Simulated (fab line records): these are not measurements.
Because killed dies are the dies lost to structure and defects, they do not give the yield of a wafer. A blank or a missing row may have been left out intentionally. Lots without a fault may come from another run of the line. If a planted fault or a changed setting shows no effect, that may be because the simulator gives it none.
fab line records | flow nandHarc
record: lots: 24 | wafers: 72 | lastDay: 33
route steps=1302 shown A_STAIRCASE@872 A_SGD_CUT@901 A_SLIT@933
lots that met no fault: from a run of the same line without faults
startH: hours from the record's first day to the start of the lot's first wafer shown | waitH: how many hours have passed since the lot's step before this one | " unchanged from the row above | L1.1+2: one row covering several wafers at once | - value missing, or start not given | * or withheld: withheld | < > ~ a bound
route shown NAME@n: NAME is a module with steps in the file, n the number in the route of the first one | usual: average and standard deviation across the fault-free wafers | same: alike in all rows | chamber/n: place in a boat | sites: each site's reading | _std_site: the standard deviation of these | _edge_site: the outer-site mean with the inner-site mean subtracted | radiusMm: for every site, how far away it sits from the centre of the wafer | mask NAME#n: copy n | behind: the last tool/chamber to shape the wafer | hold: why the lot went on hold/how many hours it stayed there/how the hold came to an end | device: the n, p or np transistor that did not switch | end of line: tests run on the same wafers once the route is complete | for a step that has no rows: nothing shown but its recipe | killed: the dies lost at the first sort to structure and to defects; this is not the yield of the wafer | map: dies across one wafer; x = killed, . = not, _ = none there
set.NAME: the setting that was run; set.NAME@STEP: the one run at that earlier step | model.NAME: the simulator's own value behind a step, which no gauge read
a sample of lots followed through the steps of the route, with each step as a table and each wafer as a row
services: when a tool's chamber went out of use (startH, in hours from the record's first day, below 0 if earlier), for how many hours, and the reason
== steps ==
step: NHARC_A_STAIRCASE_STRIP_446
recipe: powerW: 1500 | tempC: 250 | chemistry: O2
usual: drypumpMotorCurrentA: 5.7/0.3 | heaterPowerW: 340/35 | rfReflPowerW: 22/5
lot.wafer | tool           | chamber | startH | waitH | drypumpMotorCurrentA | heaterPowerW | rfHoursCounterH | rfReflPowerW
L074.4    | plasmaAsher-02 | 1       | 422.48 | 0.1   | 5.8                  | 302          | -               | 27
L074.3    | "              | 0       | "      | "     | 5.5                  | 323          | -               | 20
L074.5    | "              | 1       | "      | "     | 5.8                  | 316          | -               | 28
L075.1    | plasmaAsher-01 | 1       | 449.80 | 0.0   | 6.3                  | 313          | 19              | 19
L075.2    | "              | 0       | "      | "     | 5.5                  | 416          | 19              | 14
L075.5    | "              | 1       | "      | "     | 6.3                  | 307          | -               | 19
L076.2    | plasmaAsher-02 | 0       | 449.99 | 0.1   | 5.5                  | 331          | 3               | 21
L076.6    | "              | 1       | "      | "     | 5.8                  | 318          | -               | 28
L076.5    | "              | 0       | "      | "     | 5.5                  | 337          | -               | 20
L077.1    | plasmaAsher-01 | 0       | 462.54 | 0.0   | 5.5                  | 427          | 23              | -
L077.4    | "              | 0       | "      | "     | 5.5                  | 419          | -               | -
L077.5    | "              | 1       | "      | "     | 6.3                  | 314          | -               | -
L078.3    | plasmaAsher-02 | 1       | 472.92 | 0.2   | 5.8                  | 319          | -               | 28
L078.5    | "              | 0       | "      | "     | 5.5                  | 336          | -               | 19
L078.6    | "              | 1       | "      | "     | 5.8                  | 314          | -               | 28
L079.4    | plasmaAsher-01 | 0       | 492.21 | 0.2   | 5.5                  | 430          | -               | -
L079.5    | "              | 1       | "      | "     | 6.2                  | 306          | -               | -
L079.6    | "              | 0       | "      | "     | 5.5                  | 418          | -               | -
L080.3    | plasmaAsher-02 | 1       | 497.68 | 0.1   | 5.9                  | 321          | -               | 29
L080.4    | "              | 0       | "      | "     | 5.5                  | 342          | -               | 18
L080.6    | "              | 0       | "      | "     | 5.5                  | 337          | -               | 19
L081.1    | plasmaAsher-01 | 1       | 512.75 | 0.1   | 6.3                  | 311          | 32              | 20
L081.4    | "              | 0       | "      | "     | 5.5                  | 415          | -               | 15
L081.5    | "              | 0       | "      | "     | 5.5                  | 424          | -               | 15
L082.2    | plasmaAsher-01 | 1       | 513.04 | 0.0   | 6.3                  | 310          | 32              | 20
L082.1    | "              | 0       | "      | "     | 5.5                  | 411          | 32              | 15
L082.3    | "              | 0       | "      | "     | 5.5                  | 418          | -               | 15
L083.1    | plasmaAsher-02 | 0       | 533.27 | 0.1   | 5.5                  | 333          | 23              | 20
L083.3    | "              | 0       | "      | "     | 5.5                  | 333          | -               | 19
L083.6    | "              | 1       | "      | "     | 5.8                  | 325          | -               | 29
L085.2    | plasmaAsher-02 | 1       | 544.80 | 0.0   | 5.8                  | 326          | 25              | 28
L085.3    | "              | 0       | "      | "     | 5.5                  | 332          | -               | 20
L085.6    | "              | 1       | "      | "     | 5.8                  | 325          | -               | 29
L084.2    | plasmaAsher-02 | 1       | 545.22 | 0.0   | 5.8                  | 336          | 25              | 29
L084.1    | "              | 0       | "      | "     | 5.5                  | 336          | 25              | 19
L084.5    | "              | 1       | "      | "     | 5.8                  | 316          | -               | 28
L086.1    | plasmaAsher-02 | 1       | 547.47 | 0.1   | 5.8                  | 322          | 26              | 28
L086.4    | "              | 0       | "      | "     | 5.5                  | 333          | -               | 20
L086.6    | "              | 0       | "      | "     | 5.5                  | 334          | -               | 21
L087.3    | plasmaAsher-02 | 0       | 563.91 | 0.1   | 5.5                  | 332          | -               | 19
L087.4    | "              | 1       | "      | "     | 5.8                  | 328          | -               | 28
L087.6    | "              | 0       | "      | "     | 5.5                  | 343          | -               | 19
L088.4    | plasmaAsher-02 | 1       | 576.03 | 0.2   | 5.8                  | 325          | -               | 27
L088.6    | "              | 0       | "      | "     | 5.5                  | 335          | -               | 21
L088.5    | "              | 1       | "      | "     | 5.8                  | 320          | -               | 28
L089.1    | plasmaAsher-02 | 0       | 584.07 | 0.0   | 5.5                  | 336          | 41              | -
L089.2    | "              | 1       | "      | "     | 5.8                  | 329          | 41              | -
L089.4    | "              | 0       | "      | "     | 5.5                  | 331          | -               | -
L090.3    | plasmaAsher-01 | 1       | 587.08 | 0.2   | 6.3                  | 331          | -               | 19
L090.4    | "              | 0       | "      | "     | 5.5                  | 381          | -               | 15
L090.5    | "              | 1       | "      | "     | 6.3                  | 325          | -               | 19
L091.1    | plasmaAsher-02 | 0       | 622.82 | 0.2   | 5.5                  | 335          | 2               | 19
L091.4    | "              | 0       | "      | "     | 5.5                  | 335          | -               | 20
L091.5    | "              | 0       | "      | "     | 5.5                  | 339          | -               | 20
L092.2    | plasmaAsher-01 | 1       | 622.90 | 0.0   | 6.3                  | 321          | 11              | 19
L092.1    | "              | 0       | "      | "     | 5.5                  | 375          | 11              | 14
L092.3    | "              | 0       | "      | "     | 5.5                  | 390          | -               | 14
L093.1    | plasmaAsher-02 | 0       | 634.41 | 0.1   | 5.5                  | 323          | 5               | -
L093.4    | "              | 0       | "      | "     | 5.5                  | 328          | -               | -
L093.5    | "              | 1       | "      | "     | 5.8                  | 296          | -               | -
L094.3    | plasmaAsher-01 | 0       | 639.01 | 0.2   | 5.5                  | 386          | -               | -
L094.6    | "              | 1       | "      | "     | 6.3                  | 332          | -               | -
L094.5    | "              | 0       | "      | "     | 5.5                  | 384          | -               | -
L095.2    | plasmaAsher-01 | 1       | 657.00 | 0.0   | 6.3                  | 332          | 19              | -
L095.4    | "              | 1       | "      | "     | 6.3                  | 331          | -               | -
L095.6    | "              | 0       | "      | "     | 5.5                  | 389          | -               | -
L097.2    | plasmaAsher-02 | 0       | 664.87 | 0.0   | 5.5                  | 337          | 10              | 19
L097.1    | "              | 1       | "      | "     | 5.8                  | 294          | 10              | 28
L097.6    | "              | 0       | "      | "     | 5.5                  | 335          | -               | 20
L096.1    | plasmaAsher-01 | 0       | 665.10 | 0.0   | 5.5                  | 392          | 21              | 15
L096.2    | "              | 1       | "      | "     | 6.3                  | 338          | 21              | 19
L096.5    | "              | 1       | "      | "     | 6.3                  | 331          | -               | 19
step: NHARC_A_STAIRCASE_CMP_472
recipe: material: SiO2
usual: motorCurrentA: 12.2/1.2
lot.wafer | tool   | chamber | startH | waitH | motorCurrentA
L074.4    | cmp-04 | 2       | 424.72 | 0.1   | 11.0
L074.3    | "      | 1       | "      | "     | 10.8
L074.5    | "      | 3       | "      | "     | 13.3
L075.1    | cmp-02 | 0       | 452.17 | 0.3   | 11.7
L075.2    | "      | 1       | "      | "     | 12.1
L075.5    | "      | 2       | "      | "     | 11.4
L076.2    | cmp-04 | 3       | 452.27 | 0.3   | 13.1
L076.6    | "      | 0       | "      | "     | 12.3
L076.5    | "      | 1       | "      | "     | 10.3
L077.1    | cmp-04 | 1       | 464.81 | 0.3   | 10.0
L077.4    | "      | 2       | "      | "     | 11.1
L077.5    | "      | 1       | "      | "     | 10.3
L078.3    | cmp-02 | 1       | 475.11 | 0.3   | 11.7
L078.5    | "      | 2       | "      | "     | 11.1
L078.6    | "      | 3       | "      | "     | 15.0
L079.4    | cmp-02 | 1       | 494.33 | 0.2   | 12.6
L079.6    | "      | 1       | "      | "     | 12.2
L079.5    | "      | 2       | "      | "     | 11.0
L080.3    | cmp-04 | 0       | 499.91 | 0.2   | 12.5
L080.4    | "      | 3       | "      | "     | 13.4
L080.6    | "      | 1       | "      | "     | 10.6
L081.4    | cmp-02 | 3       | 514.98 | 0.2   | 14.2
L081.1    | "      | 0       | "      | "     | 12.4
L081.5    | "      | 2       | "      | "     | 11.6
L082.2    | cmp-01 | 3       | 515.28 | 0.2   | 12.3
L082.3    | "      | 0       | "      | "     | 11.6
L082.1    | "      | 1       | "      | "     | 11.6
L083.3    | cmp-02 | 0       | 535.48 | 0.2   | 11.8
L083.1    | "      | 1       | "      | "     | 11.7
L083.6    | "      | 1       | "      | "     | 12.5
L085.2    | cmp-04 | 0       | 547.08 | 0.2   | 12.1
L085.3    | "      | 1       | "      | "     | 10.2
L085.6    | "      | 0       | "      | "     | 12.8
L084.2    | cmp-01 | 3       | 547.50 | 0.2   | 11.9
L084.1    | "      | 2       | "      | "     | 11.8
L084.5    | "      | 3       | "      | "     | 12.7
L086.4    | cmp-01 | 2       | 549.73 | 0.1   | 12.5
L086.1    | "      | 3       | "      | "     | 12.5
L086.6    | "      | 2       | "      | "     | 12.2
L087.3    | cmp-04 | 0       | 566.23 | 0.3   | 12.8
L087.4    | "      | 1       | "      | "     | 10.8
L087.6    | "      | 3       | "      | "     | 13.0
L088.4    | cmp-02 | 1       | 578.15 | 0.1   | 12.3
L088.5    | "      | 1       | "      | "     | 12.4
L088.6    | "      | 2       | "      | "     | 11.3
L089.2    | cmp-04 | 1       | 586.38 | 0.2   | 10.5
L089.4    | "      | 3       | "      | "     | 13.5
L089.1    | "      | 0       | "      | "     | 12.9
L090.3    | cmp-02 | 3       | 589.48 | 0.3   | 15.2
L090.4    | "      | 0       | "      | "     | 12.4
L090.5    | "      | 3       | "      | "     | 14.7
L091.1    | cmp-02 | 1       | 625.10 | 0.2   | 11.8
L091.4    | "      | 2       | "      | "     | 11.3
L091.5    | "      | 2       | "      | "     | 11.1
L092.1    | cmp-01 | 2       | 625.15 | 0.2   | 12.2
L092.2    | "      | 3       | "      | "     | 12.8
L092.3    | "      | 1       | "      | "     | 12.2
L093.1    | cmp-01 | 1       | 636.76 | 0.2   | 11.8
L093.4    | "      | 0       | "      | "     | 11.8
L093.5    | "      | 1       | "      | "     | 11.7
L094.3    | cmp-01 | 2       | 641.25 | 0.2   | 12.4
L094.6    | "      | 1       | "      | "     | 11.7
L094.5    | "      | 2       | "      | "     | 12.1
L095.2    | cmp-04 | 3       | 659.27 | 0.2   | 13.0
L095.4    | "      | 1       | "      | "     | 10.6
L095.6    | "      | 2       | "      | "     | 11.4
L097.1    | cmp-01 | 0       | 667.21 | 0.3   | 12.0
L097.2    | "      | 2       | "      | "     | 11.9
L097.6    | "      | 0       | "      | "     | 11.4
L096.1    | cmp-02 | 1       | 667.38 | 0.2   | 11.8
L096.2    | "      | 3       | "      | "     | 15.1
L096.5    | "      | 1       | "      | "     | 11.9
step: NHARC_A_SGD_CUT_CD_MEAS_09
recipe: targetCdNm: 100 | landingEnergyEv: 500
usual: cdNm: 99.9/0.49
lot.wafer | tool     | chamber | startH | waitH | cdNm
L074.3    | cdSem-03 | 0       | 425.87 | -     | 100.2
L074.4    | "        | 0       | "      | "     | 100.1
L074.5    | "        | 0       | "      | "     | 99.9
L075.1    | cdSem-01 | 0       | 453.12 | -     | 100.4
L075.2    | "        | 0       | "      | "     | 100.1
L075.5    | "        | 0       | "      | "     | 99.9
L076.2    | cdSem-02 | 0       | 453.43 | -     | 99.9
L076.5    | "        | 0       | "      | "     | 99.6
L076.6    | "        | 0       | "      | "     | 99.7
L077.1    | cdSem-02 | 0       | 465.92 | -     | 100.8
L077.4    | "        | 0       | "      | "     | 99.9
L077.5    | "        | 0       | "      | "     | 99.0
L078.3    | cdSem-03 | 0       | 476.17 | -     | 99.8
L078.5    | "        | 0       | "      | "     | 100.0
L078.6    | "        | 0       | "      | "     | 100.4
L079.4    | cdSem-01 | 0       | 495.35 | -     | 99.9
L079.5    | "        | 0       | "      | "     | 99.1
L079.6    | "        | 0       | "      | "     | 99.5
L080.3    | cdSem-03 | 0       | 501.05 | -     | 100.8
L080.4    | "        | 0       | "      | "     | 99.9
L080.6    | "        | 0       | "      | "     | 100.0
L081.1    | cdSem-03 | 0       | 516.09 | -     | 99.5
L081.4    | "        | 0       | "      | "     | 99.7
L081.5    | "        | 0       | "      | "     | 99.7
L082.1    | cdSem-03 | 0       | 516.41 | -     | 100.3
L082.2    | "        | 0       | "      | "     | 101.2
L082.3    | "        | 0       | "      | "     | 99.8
L083.1    | cdSem-02 | 0       | 536.48 | -     | 99.1
L083.3    | "        | 0       | "      | "     | 99.8
L083.6    | "        | 0       | "      | "     | 99.7
L085.2    | cdSem-03 | 0       | 548.20 | -     | 99.6
L085.3    | "        | 0       | "      | "     | 99.8
L085.6    | "        | 0       | "      | "     | 98.7
L084.1    | cdSem-03 | 0       | 548.62 | -     | 100.1
L084.2    | "        | 0       | "      | "     | 98.9
L084.5    | "        | 0       | "      | "     | 100.2
L086.1    | cdSem-02 | 0       | 550.83 | -     | 99.1
L086.4    | "        | 0       | "      | "     | 100.4
L086.6    | "        | 0       | "      | "     | 100.8
L087.3    | cdSem-03 | 0       | 567.31 | -     | 99.0
L087.4    | "        | 0       | "      | "     | 99.3
L087.6    | "        | 0       | "      | "     | 99.5
L088.4    | cdSem-01 | 0       | 579.31 | -     | 99.3
L088.5    | "        | 0       | "      | "     | 100.1
L088.6    | "        | 0       | "      | "     | 99.7
L089.1    | cdSem-03 | 0       | 587.39 | -     | 100.1
L089.2    | "        | 0       | "      | "     | 100.0
L089.4    | "        | 0       | "      | "     | 101.1
L090.3    | cdSem-01 | 0       | 590.47 | -     | 99.5
L090.4    | "        | 0       | "      | "     | 99.3
L090.5    | "        | 0       | "      | "     | 100.4
L091.1    | cdSem-01 | 0       | 626.23 | -     | 99.5
L091.4    | "        | 0       | "      | "     | 99.1
L091.5    | "        | 0       | "      | "     | 100.1
L092.1    | cdSem-02 | 0       | 626.38 | -     | 99.6
L092.2    | "        | 0       | "      | "     | 99.9
L092.3    | "        | 0       | "      | "     | 98.8
L093.1    | cdSem-02 | 0       | 637.89 | -     | 99.3
L093.4    | "        | 0       | "      | "     | 100.7
L093.5    | "        | 0       | "      | "     | 99.8
L094.3    | cdSem-03 | 0       | 642.47 | -     | 100.2
L094.5    | "        | 0       | "      | "     | 99.5
L094.6    | "        | 0       | "      | "     | 99.8
L095.2    | cdSem-03 | 0       | 660.25 | -     | 100.6
L095.4    | "        | 0       | "      | "     | 99.5
L095.6    | "        | 0       | "      | "     | 99.5
L097.1    | cdSem-03 | 0       | 668.22 | -     | 100.2
L097.2    | "        | 0       | "      | "     | 100.4
L097.6    | "        | 0       | "      | "     | 99.9
L096.1    | cdSem-01 | 0       | 668.49 | -     | 100.0
L096.2    | "        | 0       | "      | "     | 99.8
L096.5    | "        | 0       | "      | "     | 99.5
step: NHARC_A_SGD_CUT_OVL_MEAS_10
usual: overlayXNm: 0.1/0.72 | overlayYNm: 0.1/0.86
lot.wafer | tool       | chamber | startH | waitH | overlayXNm | overlayYNm
L074.3    | overlay-02 | -       | 425.95 | -     | 0.1        | 0.0
L074.4    | "          | -       | "      | "     | 0.0        | -0.2
L074.5    | "          | -       | "      | "     | -0.1       | 0.4
L075.1    | overlay-01 | -       | 453.21 | -     | 0.2        | -1.6
L075.2    | "          | -       | "      | "     | 0.3        | -1.5
L075.5    | "          | -       | "      | "     | 0.3        | -1.5
L076.2    | overlay-02 | -       | 453.52 | -     | 0.0        | -1.5
L076.5    | "          | -       | "      | "     | -0.1       | -1.8
L076.6    | "          | -       | "      | "     | 0.7        | -1.8
L077.1    | overlay-02 | -       | 466.01 | -     | 0.0        | -0.3
L077.4    | "          | -       | "      | "     | -0.4       | 0.0
L077.5    | "          | -       | "      | "     | 0.1        | -0.4
L078.3    | overlay-02 | -       | 476.26 | -     | 1.4        | 1.6
L078.5    | "          | -       | "      | "     | 1.4        | 1.4
L078.6    | "          | -       | "      | "     | 1.0        | 1.5
L079.4    | overlay-02 | -       | 495.43 | -     | 0.8        | 0.9
L079.5    | "          | -       | "      | "     | 0.8        | -0.7
L079.6    | "          | -       | "      | "     | 1.0        | 0.0
L080.3    | overlay-01 | -       | 501.13 | -     | 0.4        | 0.8
L080.4    | "          | -       | "      | "     | 0.0        | 0.7
L080.6    | "          | -       | "      | "     | 0.5        | 1.0
L081.1    | overlay-01 | -       | 516.18 | -     | -0.6       | 1.3
L081.4    | "          | -       | "      | "     | -0.6       | 0.3
L081.5    | "          | -       | "      | "     | -0.6       | 1.1
L082.1    | overlay-02 | -       | 516.50 | -     | 0.8        | 1.1
L082.2    | "          | -       | "      | "     | 0.5        | 0.7
L082.3    | "          | -       | "      | "     | 0.0        | 0.3
L083.1    | overlay-01 | -       | 536.57 | -     | 0.4        | -1.3
L083.3    | "          | -       | "      | "     | 0.4        | -1.1
L083.6    | "          | -       | "      | "     | 0.5        | -0.9
L085.2    | overlay-02 | -       | 548.28 | -     | 0.2        | 1.3
L085.3    | "          | -       | "      | "     | 0.1        | 1.2
L085.6    | "          | -       | "      | "     | 0.5        | 0.6
L084.1    | overlay-01 | -       | 548.71 | -     | 0.3        | -1.1
L084.2    | "          | -       | "      | "     | 0.0        | -0.5
L084.5    | "          | -       | "      | "     | 0.0        | -0.3
L086.1    | overlay-02 | -       | 550.92 | -     | 0.0        | 0.6
L086.4    | "          | -       | "      | "     | -0.2       | 0.9
L086.6    | "          | -       | "      | "     | 0.2        | 1.0
L087.3    | overlay-01 | -       | 567.40 | -     | 0.5        | 0.5
L087.4    | "          | -       | "      | "     | 0.9        | 0.8
L087.6    | "          | -       | "      | "     | 0.6        | 0.4
L088.4    | overlay-02 | -       | 579.39 | -     | -1.7       | -0.4
L088.5    | "          | -       | "      | "     | -1.5       | 0.2
L088.6    | "          | -       | "      | "     | -0.8       | 0.1
L089.1    | overlay-01 | -       | 587.48 | -     | 0.7        | 0.6
L089.2    | "          | -       | "      | "     | 0.4        | 1.6
L089.4    | "          | -       | "      | "     | 0.5        | 1.1
L090.3    | overlay-02 | -       | 590.56 | -     | -1.1       | 0.3
L090.4    | "          | -       | "      | "     | -0.4       | 0.0
L090.5    | "          | -       | "      | "     | -1.2       | 0.2
L091.1    | overlay-01 | -       | 626.34 | -     | 0.2        | 0.6
L091.4    | "          | -       | "      | "     | -0.4       | 0.8
L091.5    | "          | -       | "      | "     | -0.1       | -0.4
L092.1    | overlay-02 | -       | 626.48 | -     | -0.8       | 0.9
L092.2    | "          | -       | "      | "     | -0.9       | 0.4
L092.3    | "          | -       | "      | "     | -0.4       | 0.6
L093.1    | overlay-02 | -       | 637.98 | -     | 1.0        | 0.6
L093.4    | "          | -       | "      | "     | 1.1        | 0.5
L093.5    | "          | -       | "      | "     | 0.5        | 0.6
L094.3    | overlay-02 | -       | 642.56 | -     | -0.3       | 1.2
L094.5    | "          | -       | "      | "     | 0.1        | 0.5
L094.6    | "          | -       | "      | "     | 0.0        | 1.2
L095.2    | overlay-02 | -       | 660.34 | -     | -1.6       | -0.3
L095.4    | "          | -       | "      | "     | -1.4       | -0.2
L095.6    | "          | -       | "      | "     | -1.4       | -0.4
L097.1    | overlay-02 | -       | 668.31 | -     | 0.5        | -0.3
L097.2    | "          | -       | "      | "     | 0.4        | 0.2
L097.6    | "          | -       | "      | "     | -0.1       | -0.2
L096.1    | overlay-01 | -       | 668.57 | -     | 0.4        | -0.7
L096.2    | "          | -       | "      | "     | 1.2        | -0.6
L096.5    | "          | -       | "      | "     | 1.1        | -0.5
step: NHARC_A_SGD_CUT_INSPECT_25
usual: rawDefectCount: 363/110
lot.wafer | tool             | chamber | startH | waitH | rawDefectCount
L074.3    | defectInspect-01 | -       | 433.25 | -     | 645
L074.4    | "                | -       | "      | "     | 539
L074.5    | "                | -       | "      | "     | 545
L075.1    | defectInspect-02 | -       | 463.31 | -     | 440
L075.2    | "                | -       | "      | "     | 344
L075.5    | "                | -       | "      | "     | 415
L076.2    | defectInspect-02 | -       | 463.37 | -     | 351
L076.5    | "                | -       | "      | "     | 288
L076.6    | "                | -       | "      | "     | 253
L077.1    | defectInspect-02 | -       | 472.74 | -     | 329
L077.4    | "                | -       | "      | "     | 322
L077.5    | "                | -       | "      | "     | 296
L078.3    | defectInspect-01 | -       | 483.62 | -     | 303
L078.5    | "                | -       | "      | "     | 385
L078.6    | "                | -       | "      | "     | 333
L079.4    | defectInspect-02 | -       | 502.00 | -     | 263
L079.5    | "                | -       | "      | "     | 371
L079.6    | "                | -       | "      | "     | 270
L080.3    | defectInspect-01 | -       | 508.39 | -     | 320
L080.4    | "                | -       | "      | "     | 385
L080.6    | "                | -       | "      | "     | 269
L082.1    | defectInspect-02 | -       | 523.08 | -     | 390
L082.2    | "                | -       | "      | "     | 387
L082.3    | "                | -       | "      | "     | 333
L081.1    | defectInspect-01 | -       | 523.09 | -     | 602
L081.4    | "                | -       | "      | "     | 706
L081.5    | "                | -       | "      | "     | 906
L083.1    | defectInspect-02 | -       | 543.24 | -     | 349
L083.3    | "                | -       | "      | "     | 370
L083.6    | "                | -       | "      | "     | 348
L084.1    | defectInspect-01 | -       | 555.05 | -     | 521
L084.2    | "                | -       | "      | "     | 326
L084.5    | "                | -       | "      | "     | 376
L085.2    | defectInspect-01 | -       | 555.07 | -     | 369
L085.3    | "                | -       | "      | "     | 426
L085.6    | "                | -       | "      | "     | 378
L086.1    | defectInspect-02 | -       | 555.12 | -     | 531
L086.4    | "                | -       | "      | "     | 371
L086.6    | "                | -       | "      | "     | 269
L087.3    | defectInspect-02 | -       | 575.73 | -     | 260
L087.4    | "                | -       | "      | "     | 390
L087.6    | "                | -       | "      | "     | 319
L088.4    | defectInspect-02 | -       | 589.18 | -     | 302
L088.5    | "                | -       | "      | "     | 241
L088.6    | "                | -       | "      | "     | 282
L089.1    | defectInspect-01 | -       | 594.44 | -     | 283
L089.2    | "                | -       | "      | "     | 396
L089.4    | "                | -       | "      | "     | 428
L090.3    | defectInspect-02 | -       | 594.44 | -     | 465
L090.4    | "                | -       | "      | "     | 323
L090.5    | "                | -       | "      | "     | 376
L092.1    | defectInspect-01 | -       | 633.06 | -     | 320
L092.2    | "                | -       | "      | "     | 364
L092.3    | "                | -       | "      | "     | 305
L091.1    | defectInspect-02 | -       | 633.06 | -     | 214
L091.4    | "                | -       | "      | "     | 254
L091.5    | "                | -       | "      | "     | 270
L093.1    | defectInspect-02 | -       | 645.07 | -     | 263
L093.4    | "                | -       | "      | "     | 282
L093.5    | "                | -       | "      | "     | 367
L094.3    | defectInspect-01 | -       | 649.30 | -     | 316
L094.5    | "                | -       | "      | "     | 324
L094.6    | "                | -       | "      | "     | 267
L095.2    | defectInspect-02 | -       | 667.09 | -     | 217
L095.4    | "                | -       | "      | "     | 285
L095.6    | "                | -       | "      | "     | 299
L096.1    | defectInspect-02 | -       | 678.93 | -     | 242
L096.2    | "                | -       | "      | "     | 249
L096.5    | "                | -       | "      | "     | 591
L097.1    | defectInspect-01 | -       | 678.99 | -     | 401
L097.2    | "                | -       | "      | "     | 335
L097.6    | "                | -       | "      | "     | 401
step: NHARC_A_SLIT_CD_MEAS_09
recipe: targetCdNm: 300 | landingEnergyEv: 500
usual: cdNm: 300.0/0.53
lot.wafer | tool     | chamber | startH | waitH | cdNm
L074.3    | cdSem-03 | 0       | 442.22 | -     | 300.7
L074.4    | "        | 0       | "      | "     | 300.3
L074.5    | "        | 0       | "      | "     | 300.0
L075.1    | cdSem-01 | 0       | 468.57 | -     | 300.1
L075.2    | "        | 0       | "      | "     | 299.3
L075.5    | "        | 0       | "      | "     | 299.2
L076.2    | cdSem-03 | 0       | 469.50 | -     | 299.8
L076.5    | "        | 0       | "      | "     | 300.2
L076.6    | "        | 0       | "      | "     | 300.2
L077.1    | cdSem-01 | 0       | 478.52 | -     | 299.8
L077.4    | "        | 0       | "      | "     | 299.8
L077.5    | "        | 0       | "      | "     | 299.3
L078.3    | cdSem-02 | 0       | 491.34 | -     | 299.9
L078.5    | "        | 0       | "      | "     | 300.1
L078.6    | "        | 0       | "      | "     | 299.9
L079.4    | cdSem-01 | 0       | 507.98 | -     | 300.3
L079.5    | "        | 0       | "      | "     | 300.2
L079.6    | "        | 0       | "      | "     | 300.2
L080.3    | cdSem-03 | 0       | 513.12 | -     | 300.8
L080.4    | "        | 0       | "      | "     | 300.4
L080.6    | "        | 0       | "      | "     | 300.4
L082.1    | cdSem-01 | 0       | 529.14 | -     | 301.2
L082.2    | "        | 0       | "      | "     | 300.9
L082.3    | "        | 0       | "      | "     | 300.3
L081.1    | cdSem-02 | 0       | 529.33 | -     | 300.3
L081.4    | "        | 0       | "      | "     | 300.0
L081.5    | "        | 0       | "      | "     | 300.2
L083.1    | cdSem-02 | 0       | 547.99 | -     | 300.2
L083.3    | "        | 0       | "      | "     | 299.7
L083.6    | "        | 0       | "      | "     | 299.9
L084.1    | cdSem-01 | 0       | 559.99 | -     | 299.4
L084.2    | "        | 0       | "      | "     | 299.0
L084.5    | "        | 0       | "      | "     | 299.0
L085.2    | cdSem-03 | 0       | 561.05 | -     | 299.9
L085.3    | "        | 0       | "      | "     | 300.2
L085.6    | "        | 0       | "      | "     | 300.1
L086.1    | cdSem-02 | 0       | 563.71 | -     | 299.8
L086.4    | "        | 0       | "      | "     | 300.2
L086.6    | "        | 0       | "      | "     | 301.0
L087.3    | cdSem-01 | 0       | 580.62 | -     | 299.2
L087.4    | "        | 0       | "      | "     | 299.8
L087.6    | "        | 0       | "      | "     | 299.5
L088.4    | cdSem-03 | 0       | 593.93 | -     | 300.1
L088.5    | "        | 0       | "      | "     | 300.1
L088.6    | "        | 0       | "      | "     | 300.7
L089.1    | cdSem-02 | 0       | 600.87 | -     | 299.5
L089.2    | "        | 0       | "      | "     | 300.2
L089.4    | "        | 0       | "      | "     | 300.6
L090.3    | cdSem-02 | 0       | 602.52 | -     | 300.0
L090.4    | "        | 0       | "      | "     | 300.5
L090.5    | "        | 0       | "      | "     | 300.6
L092.1    | cdSem-01 | 0       | 638.20 | -     | 299.5
L092.2    | "        | 0       | "      | "     | 300.0
L092.3    | "        | 0       | "      | "     | 299.4
L091.1    | cdSem-03 | 0       | 638.37 | -     | 299.1
L091.4    | "        | 0       | "      | "     | 299.7
L091.5    | "        | 0       | "      | "     | 299.3
L093.1    | cdSem-02 | 0       | 649.98 | -     | 299.6
L093.4    | "        | 0       | "      | "     | 299.6
L093.5    | "        | 0       | "      | "     | 299.4
L094.3    | cdSem-02 | 0       | 654.26 | -     | 300.0
L094.5    | "        | 0       | "      | "     | 299.6
L094.6    | "        | 0       | "      | "     | 300.2
L095.2    | cdSem-02 | 0       | 671.90 | -     | 300.5
L095.4    | "        | 0       | "      | "     | 299.8
L095.6    | "        | 0       | "      | "     | 300.2
L096.1    | cdSem-03 | 0       | 683.79 | -     | 300.3
L096.2    | "        | 0       | "      | "     | 299.8
L096.5    | "        | 0       | "      | "     | 300.0
L097.1    | cdSem-01 | 0       | 684.36 | -     | 300.1
L097.2    | "        | 0       | "      | "     | 300.5
L097.6    | "        | 0       | "      | "     | 300.7
== services ==
tool           | chamber | startH | hours | kind
cmp-04         | -       | 405.07 | 4.0   | pm
cmp-01         | -       | 412.82 | 4.0   | pm
cmp-01         | -       | 417.04 | 2.0   | repair
plasmaAsher-02 | -       | 426.58 | 9.0   | pm
cmp-02         | -       | 429.95 | 4.0   | pm
cmp-01         | -       | 445.07 | 1.5   | repair
plasmaAsher-01 | -       | 460.33 | 2.0   | repair
cmp-04         | -       | 482.53 | 0.6   | repair
cmp-04         | -       | 484.86 | 2.3   | repair
cmp-02         | -       | 488.12 | 2.8   | repair
cmp-04         | -       | 494.01 | 1.9   | repair
cmp-04         | -       | 497.57 | 2.0   | repair
cmp-04         | -       | 503.07 | 4.0   | pm
cmp-01         | -       | 510.94 | 4.0   | pm
plasmaAsher-01 | -       | 519.23 | 9.0   | pm
cmp-02         | -       | 527.95 | 4.0   | pm
cmp-01         | -       | 541.25 | 0.3   | repair
cmp-04         | -       | 561.82 | 3.1   | repair
cmp-01         | -       | 592.90 | 3.6   | repair
cmp-04         | -       | 601.07 | 4.0   | pm
plasmaAsher-02 | -       | 603.58 | 9.0   | pm
cmp-04         | -       | 608.27 | 3.5   | repair
cmp-02         | -       | 625.95 | 4.0   | pm
cmp-02         | -       | 641.16 | 1.8   | repair
== key ==
fault none
